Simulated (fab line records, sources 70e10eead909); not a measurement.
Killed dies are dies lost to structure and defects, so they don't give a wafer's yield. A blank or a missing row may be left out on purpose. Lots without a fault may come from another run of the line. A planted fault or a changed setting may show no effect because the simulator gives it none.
Which tool did it?	flow nand-harc	24 lots, 72 wafers sampled, at 1 step of a route of 1302

WHAT THE GAUGES READ, wafer by wafer
NHARC_A_SOURCE_PLATE_THK_MEAS_09: measures by ellipsometry. Usual: thk-nm reads 9.7 nm (standard deviation 0.97).
lot	measured	on	thk-nm (nm)	flag
L074	day 7 12:08	film-metro-01	9.8 7.6 9.4	
L075	day 7 12:08	film-metro-02	10.8 8.7 9.1	
L076	day 8 06:32	film-metro-02	9.3 8.2 10.7	
L077	day 8 06:32	film-metro-01	8.7 10.6 11.0	
L078	day 8 20:32	film-metro-01	10.6 9.7 8.4	
L080	day 9 08:56	film-metro-02	10.1 10.5 9.5	
L079	day 9 08:56	film-metro-01	8.7 9.2 10.2	
L081	day 9 23:50	film-metro-01	9.3 8.1 10.4	
L082	day 10 13:25	film-metro-01	12.7 9.7 10.4	
L083	day 11 00:08	film-metro-01	7.7 10.1 9.8	
L084	day 11 06:39	film-metro-02	9.8 8.4 10.5	
L085	day 11 16:53	film-metro-02	8.8 8.3 9.6	
L086	day 12 00:23	film-metro-02	9.6 9.7 9.9	
L087	day 12 11:14	film-metro-01	8.6 11.2 10.3	
L089	day 13 04:44	film-metro-01	10.7 10.3 9.7	
L088	day 13 04:44	film-metro-02	10.0 9.7 9.9	
L090	day 13 21:05	film-metro-02	9.3 9.2 9.2	
L091	day 14 05:08	film-metro-01	9.6 10.0 9.6	
L092	day 14 16:25	film-metro-02	11.7 11.4 10.0	
L093	day 14 20:35	film-metro-01	9.4 9.4 11.3	
L094	day 15 15:53	film-metro-01	9.4 8.2 9.6	
L095	day 15 15:53	film-metro-02	11.0 9.5 8.0	
L096	day 16 13:11	film-metro-01	8.8 11.0 9.9	
L097	day 16 20:33	film-metro-01	9.1 9.6 11.5	

WHICH TOOL RAN EACH LOT (tool, then ch and the chambers of the sampled wafers, then the start)
The record holds no process step before these readings.

AS READ BY THE TOOLS THEMSELVES (means over the sampled wafers that have a number; for cases with no such wafer, the mark the record gives instead)
The record holds no such reading with a usual standard deviation.

THE ANSWER, worked out from the rows above alone
Rule: a lot counts as off when the mean over its wafers that have a number is more than 3 standard deviations away from the usual mean. A lot without any number at a reading at which 4 lots or more have one is off too. All remaining lots with rows at the step are treated as sound. The gauges are gone through in route order, then the tools' own readings, and for those a lot's mean is taken as printed above. At the first step where some lot is off, the reading lying furthest off is the one used; lots without a number count as furthest.
None of the lots is off at any reading shown; this tells nothing.

WHAT HAD BEEN PUT IN BY THE SIMULATOR
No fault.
